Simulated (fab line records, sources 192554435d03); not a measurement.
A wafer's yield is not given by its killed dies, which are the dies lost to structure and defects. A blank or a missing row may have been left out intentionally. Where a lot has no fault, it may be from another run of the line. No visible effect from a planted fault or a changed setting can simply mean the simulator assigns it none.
8D (eight disciplines) problem report, filled in by code | flow n5-finfet | the parts of the form that need people (team, actions taken, sign-off) are left out

== 1. THE ISSUE ==
Mean of beam-energy-keV at N5_WELL_APT_IMPLANT_32: 67.757 across 6 wafers in 2 lots; on wafers with no fault it is 50.001 (standard deviation 0.016). That is +99 or more standard deviations from the usual mean.
First observed at day 5 09:23: wafer L839.2, on implanter-02. Wafers with a number at this step in the record: 18, from 6 lots. Rule for "out" (also "out of limits"): further than 4 standard deviations from the usual mean. The rest of the wafers with a number are treated as sound.

== 2. WHAT IT IS; WHAT IT IS NOT ==
question                    | is                     | is not
which readings at this step | beam-energy-keV        | -
which lots                  | L839, L842             | L825, L829, L835, L838
which wafers of those lots  | all that have a number | -
read on which tools         | implanter-02           | implanter-01
when                        | from day 5 09:23       | up to then (12 sound wafers)

== 3. THE SUSPECTS, EACH WITH WHAT RULES IT OUT ==
Counting: a tool at any process step up to the reading remains a suspect when it ran all the lots that are out and ran no sound lot after the first of those.
- implanter-02 at N5_WELL_APT_IMPLANT_32: kept. Every lot that is out went through it, starting with L839 (day 5 09:23), and after that it ran no sound lot; the last sound lot it ran before then is L838 (day 5 03:47). Its own beam-energy-keV readings are out on those wafers.
After counting, what remains is implanter-02 at N5_WELL_APT_IMPLANT_32.

== 4. THE CAUSE (what the simulator had put in) ==
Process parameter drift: implanter-02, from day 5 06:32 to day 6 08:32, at N5_WELL_APT_IMPLANT_32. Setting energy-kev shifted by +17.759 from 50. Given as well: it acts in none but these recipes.
After counting, this tool was the only one left.

== 5. THE EFFECT CHAIN, in route order ==
Rows list readings where the struck wafers' mean (over those with a number) sits beyond 3 standard deviations from the usual. Only readings for which the record gives a usual standard deviation are gone through. hours: the time from each lot's start at the first step in this table that gives one to its start at this step, as a median over the lots. sigmas: the change in usual standard deviations.
hours | step                   | reading         | usual  | on struck wafers | change  | sigmas
0     | N5_WELL_APT_IMPLANT_32 | beam-energy-keV | 50.001 | 67.757           | +17.756 | +99 or more
Its process steps:
- N5_WELL_APT_IMPLANT_32

== 6. HOW IT WOULD HAVE BEEN CAUGHT EARLIER ==
In this record the first reading out of limits was taken at day 5 09:23, 3 hours after the fault began at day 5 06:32.
